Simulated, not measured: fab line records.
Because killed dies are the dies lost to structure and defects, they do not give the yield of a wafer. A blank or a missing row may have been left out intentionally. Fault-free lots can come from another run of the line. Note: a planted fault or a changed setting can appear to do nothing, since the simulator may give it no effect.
A struck lot beside a sound one + flow n5Finfet + 15 out of 1938 route steps
Sound: wafers L287.3, L287.4, L287.6. Struck: wafer L304.3. (L304.2 of the same lot was not struck and is left out.) The cause comes at the end.
At each step with rows: each side's tool, then ch and its chambers, then its first start. Under that, the readings that differ: sound wafers + struck wafers + difference of the means + sigmas: that difference in standard deviations of wafers without a fault.
alike: words and numbers the same on both sides, and readings whose means are apart by under 2 such deviations; not compared: readings that were withheld, readings missing a value for some wafer, numbers with overlapping values and no deviation given by the record, and bounds like >300 which may hide the same value.
The two part at a step that has a row with sigmas, a row that says differs or no value, or rows on one side only. Numbers that don't overlap but have no deviation are shown without sigmas and don't part them. A reading missing from all wafers of one side parts the sides only when that side holds two or more wafers.

first, 1 step without rows for these wafers: N5_SD_ACTIVATION_RTA_00 (time 0 s).
N5_SD_ACTIVATION_LSA_01: time 0.0008 s.
  sound on laserAnneal-02 ch 0, day 3 19:20; struck on laserAnneal-02 ch 0, day 8 02:18
  alike: wafer_temp_C_max
N5_SD_ACTIVATION_RS_MEAS_03: the measuring method here is four-point-probe.
  struck on filmMetro-02, day 8 02:29; sound on filmMetro-01, day 3 19:31
  alike: RS_SD_N, RS_SD_P
N5_SD_ACTIVATION_INSPECT_02: inspects for defects (darkfield).
  struck on defectInspect-02, day 8 02:47; sound on defectInspect-01, day 3 19:49
  alike: rawDefectCount
N5_ILD0_LINER_00: material SiNx, target thk 4 nm, pulse time 1 s, purge time 2 s.
  sound on aldSin-04 ch 0,3, day 3 20:02; struck on aldSin-03 ch 1, day 8 02:50
  alike: heaterPowerW, precursorPulseHeightRel, susceptorTempC
then, 2 steps without rows for these wafers: N5_ILD0_FCVD_FILL_01 (material SiO2 flowable, target thk 200 nm, time 328.3 s); N5_ILD0_CURE_02 (time 1800 s).
N5_ILD0_CMP_03: polishes, stops on SiNx, t overpolish 1.9 s, target thk 197.38 nm.
  sound on cmp-01 ch 0,1,2, day 3 22:27; struck on cmp-01 ch 3, day 8 05:34
| reading           | sound         | struck | difference | sigmas |
|-------------------|---------------|--------|------------|--------|
| motorCurrentA (A) | 9.9 14.3 13.3 | 16.7   | +4.2       | +2     |
  alike: edgeZonePressureFrac, overpolishRunS, timeToEndpointS
  not compared: padLifeWafers
N5_ILD0_THK_MEAS_04:
  struck on filmMetro-01, day 8 05:51; sound on filmMetro-01, day 3 22:43
  alike: thkNm
N5_ILD0_CMP_07: polishes SiO2 flowable, stops on poly-Si, t overpolish 1.18 s, target thk 138.88 nm.
  sound on cmp-03 ch 0,3, day 3 22:44; struck on cmp-01 ch 2, day 8 06:05
  alike: edgeZonePressureFrac, motorCurrentA
  not compared: padLifeWafers
N5_ILD0_THK_MEAS_08:
  struck on filmMetro-02, day 8 06:18; sound on filmMetro-02, day 3 23:02
  alike: thkNm
N5_ILD0_PRECLEAN_10: cleans in NF3:NH3, afs cycles 5, time 20 s, sublimation time 60 s.
  sound on remotePlasma-02 ch 1, day 3 23:22; struck on remotePlasma-01 ch 0, day 8 06:27
| reading   | sound    | struck | difference | sigmas |
|-----------|----------|--------|------------|--------|
| timeS (s) | 20 20 20 | 18.336 | -1.664     |        |
  alike: rfPowerW
N5_ILD0_ALD_15: deposits SiNx, target thk 24 nm, pulse time 1 s, ald cycles 480.
  sound on aldSin-04 ch 0,3, day 4 01:04; struck on aldSin-01 ch 1, day 8 07:01
  alike: heaterPowerW, precursorPulseHeightRel, susceptorTempC
-- the record jumps here: 4 days lie between the struck wafers' starts before and after (it left off in module ILD0 and takes up again in module BEOL_M4, whose first step shown is number 1111 of the route) --
N5_BEOL_M4_RC_MEAS_101:
  sound on prober-02 ch 0, day 8 06:23; struck on prober-01 ch 0, day 12 14:06
  alike: DIBL_N, DIBL_P, IOFF_N, IOFF_P, ION_N, ION_P, SS_N, SS_P, VT_N, VT_P
N5_PASSIVATION_PROBE_49:
  the record holds rows for the sound wafers here (prober-01, day 12 19:32) but none for the struck ones

== WHERE THEY PART ==
Last at N5_PASSIVATION_PROBE_49 as far as this record goes, first at N5_ILD0_CMP_03.

WHY: the cause the simulator had injected
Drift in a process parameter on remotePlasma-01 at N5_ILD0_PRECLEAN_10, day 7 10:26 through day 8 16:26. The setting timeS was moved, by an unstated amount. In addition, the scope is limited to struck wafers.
